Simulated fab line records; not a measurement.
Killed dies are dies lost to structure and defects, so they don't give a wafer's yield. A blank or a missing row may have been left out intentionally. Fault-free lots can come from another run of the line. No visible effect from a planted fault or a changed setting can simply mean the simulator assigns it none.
Comparing a struck lot with a sound one    flow n5 finfet    14 out of 1938 route steps
Sound: wafers L174.4, L174.5, L174.6. Wafers struck: L187.2, L187.3, L187.5. Last of all comes the cause.
Each step with rows lists, per side, the tool, then ch with its chambers, then its first start. Under that, the readings that differ: sound wafers    struck wafers    difference of the means    sigmas: that difference in standard deviations of wafers without a fault.
alike: a reading whose means differ by less than 2 such deviations, as well as words and numbers matching on both sides. not compared: withheld readings; readings where some wafer has no value; bounds like >300 that might hide an equal value; numbers whose values overlap and for which the record gives no deviation.
The two part at a step that has a row with sigmas, a row that says differs or no value, or rows on one side only. Non-overlapping numbers with no deviation appear without sigmas and do not part them. A reading that every wafer of one side lacks parts them only if that side has two wafers or more.

first, 1 step without rows for these wafers: N5_SD_EPI_N_EPI_21 (deposits Si:P, time 690 s).
N5_SD_EPI_N_EPI_MEAS_23:
  sound: film metro-02 at day 4 14:42; struck: film metro-01 at day 7 22:40
  alike: thk nm
then, 3 steps without rows for these wafers: N5_SD_EPI_N_PRECLEAN_24 (cleans in O3/DIW, time 60 s); N5_SD_EPI_N_SRD_25 (time 30 s); N5_SD_EPI_N_PRECLEAN_49 (cleans in NF3:NH3, afs cycles 1, time 20 s, sublimation time 60 s).
N5_SD_EPI_N_LINER_46: material SiNx, target thk 3 nm.
  sound on ald sin-03 ch 2,3, day 4 17:08; struck on ald sin-04 ch 0,3, day 7 22:59
  alike: heater power w
N5_SD_EPI_N_INSPECT_26: inspects for defects (darkfield).
  sound: defect inspect-01 at day 4 17:23; struck: defect inspect-02 at day 7 23:14
  alike: raw defect count
then, 5 steps without rows for these wafers: N5_SD_EPI_P_COAT_34 (time 60 s, resist thk 350 nm); N5_SD_EPI_P_COAT_35 (time 60 s, resist thk 35 nm); N5_SD_EPI_P_COAT_03 (resist thk 150 nm); N5_SD_EPI_P_EBR_05; N5_SD_EPI_P_SOFTBAKE_04 (time 60 s).
N5_SD_EPI_P_EXPOSE_06: exposes mask SD P BLK, target cd 240 nm.
  struck on arfi scanner-02, day 7 23:31; sound on arfi scanner-03 ch 0, day 4 17:34
  no value came back on the struck wafers for exposure dose mJ cm2, focus offset nm (nm); on the sound wafers exposure dose mJ cm2 reads 39.40 39.43 39.42
  alike: mask
then, 1 step without rows for these wafers: N5_SD_EPI_P_PEB_07 (peb time 60 s).

WHERE THEY PART
Only at N5_SD_EPI_P_EXPOSE_06, as far as this record shows.

WHY: whatever the simulator had introduced
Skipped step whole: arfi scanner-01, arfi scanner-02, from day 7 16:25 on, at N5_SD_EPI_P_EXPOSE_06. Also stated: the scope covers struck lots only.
